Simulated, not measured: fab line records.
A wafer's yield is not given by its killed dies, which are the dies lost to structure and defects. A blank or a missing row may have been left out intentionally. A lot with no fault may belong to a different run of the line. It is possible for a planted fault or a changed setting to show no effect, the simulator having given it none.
Which tool is to blame? | flow n5-finfet | 24 wafers from 8 lots sampled at 2 of the route's 1938 steps

== WHAT THE GAUGES READ, wafer by wafer ==
N5_MOL_CONTACT_COAG_INSPECT_42: inspects for defects (brightfield).
lot  | measured     | on                | raw-defect-count
L211 | day 5 16:03  | defect-inspect-02 | 132 204 117
L215 | day 6 14:46  | defect-inspect-01 | 194 179 179
L218 | day 7 05:49  | defect-inspect-01 | 235 242 266
L220 | day 8 01:22  | defect-inspect-01 | 205 244 310
L221 | day 8 01:47  | defect-inspect-01 | 656 708 751
L222 | day 8 09:41  | defect-inspect-02 | 637 599 667
L230 | day 10 14:16 | defect-inspect-02 | 287 209 173
L232 | day 10 23:14 | defect-inspect-02 | 211 258 251

== WHICH TOOL RAN EACH LOT (tool, then ch and the chambers of the sampled wafers, then the start) ==
lot  | N5_MOL_CONTACT_COAG_VIA_ETCH_46
L211 | rie-diel-06 ch 1,3, day 5 15:11
L215 | rie-diel-04 ch 1,2, day 6 13:52
L218 | rie-diel-06 ch 0,2,3, day 7 05:04
L220 | rie-diel-04 ch 0,3, day 8 00:29
L221 | rie-diel-06 ch 0,1,2, day 8 01:02
L222 | rie-diel-06 ch 2,3, day 8 08:49
L230 | rie-diel-02 ch 0,2,3, day 10 13:24
L232 | rie-diel-02 ch 0,1,2, day 10 22:23
- N5_MOL_CONTACT_COAG_VIA_ETCH_46: etches SiO2 in C4F6/O2, target depth 46 nm, overetch 9.2 nm, time 40 s.

== THE ANSWER, worked out from the rows above alone ==
Rule: what is usual is taken from the lots themselves. The widest of any qualifying gaps counts: lots, ordered by their means at a reading, are off when they make up no more than a third of the lots, leave a main group of 4 or more, and stand apart from it by 3 or more times the standard deviation of that group's means. If all means in a main group match to the digits the tables above print for the reading, that group is not used. A lot without any number at a reading at which 4 lots or more have one is off too. All remaining lots with rows at the step are treated as sound.
Off, at N5_MOL_CONTACT_COAG_INSPECT_42 on raw-defect-count: L221, L222. The main group: mean 216, standard deviation 37.
A tool fits if, at a process step before that reading, it ran every lot that is off, and no sound lot after the first of them. Those tools and the gauges at N5_MOL_CONTACT_COAG_INSPECT_42 are tried in the same way. One fits: rie-diel-06 at N5_MOL_CONTACT_COAG_VIA_ETCH_46. A fault onset in the window from L218 (day 7 05:04, its last sound lot) to L221 (day 8 01:02, its first lot off) fits.

== WHAT WAS PUT IN BY THE SIMULATOR ==
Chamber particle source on rie-diel-06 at N5_MOL_CONTACT_COAG_VIA_ETCH_46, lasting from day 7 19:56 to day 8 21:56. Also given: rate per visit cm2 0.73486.
Shown lots that were struck: L221, L222. The rule above reached the same finding.
